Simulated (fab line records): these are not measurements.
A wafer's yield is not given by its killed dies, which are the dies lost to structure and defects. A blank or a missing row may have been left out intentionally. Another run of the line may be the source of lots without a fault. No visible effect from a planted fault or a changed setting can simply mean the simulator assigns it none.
One fault seen from 2 desks || flow n5Finfet || each desk holds nothing but its own numbers, with what lay behind them at the end

## AT THE TOOL OWNER'S DESK: aldMetal-03
The tool's own readings at N5_HKMG_FIN_ALD_36 (deposits TiN, target thk 1 nm, pulse time 1 s, purge time 3 s): means of the sampled wafers that have a number, for each lot that ran on this tool. Marked OUT: a lot whose mean sits more than 4 standard deviations from the usual mean, which makes it out of limits; the brackets give that distance.
Columns: A = heaterPowerW at N5_HKMG_FIN_ALD_36, usual 856 W; B = precursorPulseHeightRel at N5_HKMG_FIN_ALD_36, usual 1.003
{"lot": "L881", "first seen here": "day 4 19:12", "A": 819, "B": 1.036}
{"lot": "L882", "first seen here": "day 5 07:42", "A": 842, "B": 0.995}
{"lot": "L883", "first seen here": "day 5 13:22", "A": 854, "B": 1.002}
{"lot": "L885", "first seen here": "day 5 21:06", "A": 829, "B": 0.996}
{"lot": "L887", "first seen here": "day 6 05:44", "A": 836, "B": 1.012}
{"lot": "L891", "first seen here": "day 7 12:15", "A": 820, "B": 1.023}
{"lot": "L900", "first seen here": "day 9 14:58", "A": 819, "B": 0.972}
{"lot": "L901", "first seen here": "day 9 22:37", "A": 791, "B": 0.982}
Finding of this desk: none of the 8 lots has anything out of limits.

## THE DEFECT DESK
Lot by lot, what the route's inspections counted, given as the mean of those sampled wafers with a number. Marked OUT: a lot whose mean sits more than 4 standard deviations from the usual mean, which makes it out of limits; the brackets give that distance.
Columns: A = rawDefectCount at N5_HKMG_FIN_INSPECT_61, usual 1.9
{"lot": "L878", "first seen here": "day 4 03:03", "A": 1.3}
{"lot": "L880", "first seen here": "day 4 11:25", "A": 1.3}
{"lot": "L881", "first seen here": "day 4 17:02", "A": 2.0}
{"lot": "L882", "first seen here": "day 5 05:22", "A": 2.7}
{"lot": "L883", "first seen here": "day 5 11:11", "A": 0.7}
{"lot": "L884", "first seen here": "day 5 14:32", "A": 2.0}
{"lot": "L885", "first seen here": "day 5 18:56", "A": 2.3}
{"lot": "L887", "first seen here": "day 6 03:30", "A": 1.5}
{"lot": "L891", "first seen here": "day 7 09:40", "A": 2.0}
{"lot": "L896", "first seen here": "day 8 09:18", "A": 1.0}
{"lot": "L897", "first seen here": "day 8 19:49", "A": 2.7}
{"lot": "L900", "first seen here": "day 9 12:47", "A": 2.3}
{"lot": "L901", "first seen here": "day 9 20:26", "A": 0.3}
Finding of this desk: none of the 13 lots has anything out of limits.

## BROUGHT TOGETHER
Nothing out of limits was seen by the tool owner's desk.
No out-of-limits result turned up at the defect desk.

## WHAT THE SIMULATOR HAD PUT IN
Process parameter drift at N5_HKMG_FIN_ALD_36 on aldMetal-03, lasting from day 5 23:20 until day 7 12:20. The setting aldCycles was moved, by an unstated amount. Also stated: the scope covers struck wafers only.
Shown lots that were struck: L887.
